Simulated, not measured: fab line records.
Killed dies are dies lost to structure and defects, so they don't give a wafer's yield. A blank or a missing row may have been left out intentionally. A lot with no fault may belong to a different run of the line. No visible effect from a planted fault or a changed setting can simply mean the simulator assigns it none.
Matching of chambers + flow nand_harc + NHARC_P_BONDPAD_STRIP_15 on rie_diel-11 has 4 sister chambers
The step strips in O2. 18 wafers are shown with their chamber, then 9 later ones without.

WAFERS, EACH WITH ITS CHAMBER
| wafer  | chamber | showerhead_plenum_p_Torr (Torr) | drypump_motor_current_A (A) | oes_product_au (a.u.) |
|--------|---------|---------------------------------|-----------------------------|-----------------------|
| L075.1 | 2       | 3.79                            | 6.0                         | 1.024                 |
| L075.2 | 1       | 3.42                            | 6.2                         | 0.991                 |
| L075.5 | 1       | 3.42                            | 6.1                         | 0.995                 |
| L076.1 | 1       | 3.42                            | 6.1                         | 1.004                 |
| L076.3 | 3       | 3.75                            | 5.2                         | 0.994                 |
| L076.6 | 1       | 3.42                            | 6.2                         | 1.001                 |
| L078.4 | 0       | 3.65                            | 6.7                         | 1.032                 |
| L078.5 | 1       | 3.42                            | 6.1                         | 0.997                 |
| L078.6 | 2       | 3.79                            | 6.0                         | 1.013                 |
| L079.3 | 0       | 3.65                            | 6.7                         | 1.016                 |
| L079.4 | 3       | 3.75                            | 5.2                         | 0.993                 |
| L079.6 | 0       | 3.65                            | 6.6                         | 1.016                 |
| L080.2 | 0       | 3.65                            | 6.7                         | 1.034                 |
| L080.4 | 1       | 3.42                            | 6.1                         | 0.992                 |
| L080.5 | 1       | 3.41                            | 6.1                         | 0.998                 |
| L083.2 | 2       | 3.79                            | 6.0                         | 1.024                 |
| L083.3 | 1       | 3.41                            | 6.1                         | 1.001                 |
| L083.5 | 1       | 3.41                            | 6.1                         | 1.010                 |

SIGNATURES, as means of the wafers listed above
| reading                  | chamber 0 | chamber 1 | chamber 2 | chamber 3 | scatter within a chamber |
|--------------------------|-----------|-----------|-----------|-----------|--------------------------|
| showerhead_plenum_p_Torr | 3.6500    | 3.4167    | 3.7900    | 3.7500    | 0.00378                  |
| drypump_motor_current_A  | 6.675     | 6.122     | 6.000     | 5.200     | 0.0406                   |
| oes_product_au           | 1.02450   | 0.99878   | 1.02033   | 0.99350   | 0.00686                  |
Rule: a wafer lies at a distance from a chamber equal to the root of the sum of squares, over the readings, of (its reading less the chamber's mean, divided by the reading's scatter). The wafer belongs to the nearest chamber; if the next one is less than 2 further off, it can't be placed. The scatter: the root of (the sum of the squares of (reading less its chamber's mean) over the shown wafers, divided by (wafers less chambers)).

WAFERS WHOSE CHAMBER IS MISSING
| wafer  | showerhead_plenum_p_Torr (Torr) | drypump_motor_current_A (A) | oes_product_au (a.u.) |
|--------|---------------------------------|-----------------------------|-----------------------|
| L085.1 | 3.65                            | 6.7                         | 1.022                 |
| L085.3 | 3.75                            | 5.1                         | 0.992                 |
| L085.6 | 3.65                            | 6.7                         | 1.043                 |
| L086.2 | 3.75                            | 5.1                         | 0.989                 |
| L086.4 | 3.41                            | 6.1                         | 0.983                 |
| L086.6 | 3.41                            | 6.1                         | 0.993                 |
| L090.1 | 3.64                            | 6.7                         | 0.999                 |
| L090.2 | 3.41                            | 6.1                         | 0.998                 |
| L090.3 | 3.75                            | 5.1                         | 0.987                 |

EACH ONE'S CHAMBER
| wafer  | from the rows above | in truth |
|--------|---------------------|----------|
| L085.1 | 0                   | 0        |
| L085.3 | 3                   | 3        |
| L085.6 | 0                   | 0        |
| L086.2 | 3                   | 3        |
| L086.4 | 1                   | 1        |
| L086.6 | 1                   | 1        |
| L090.1 | 0                   | 0        |
| L090.2 | 1                   | 1        |
| L090.3 | 3                   | 3        |
Correctly placed: 9 of 9. Not placeable from these rows: 0. Wrongly placed: 0.
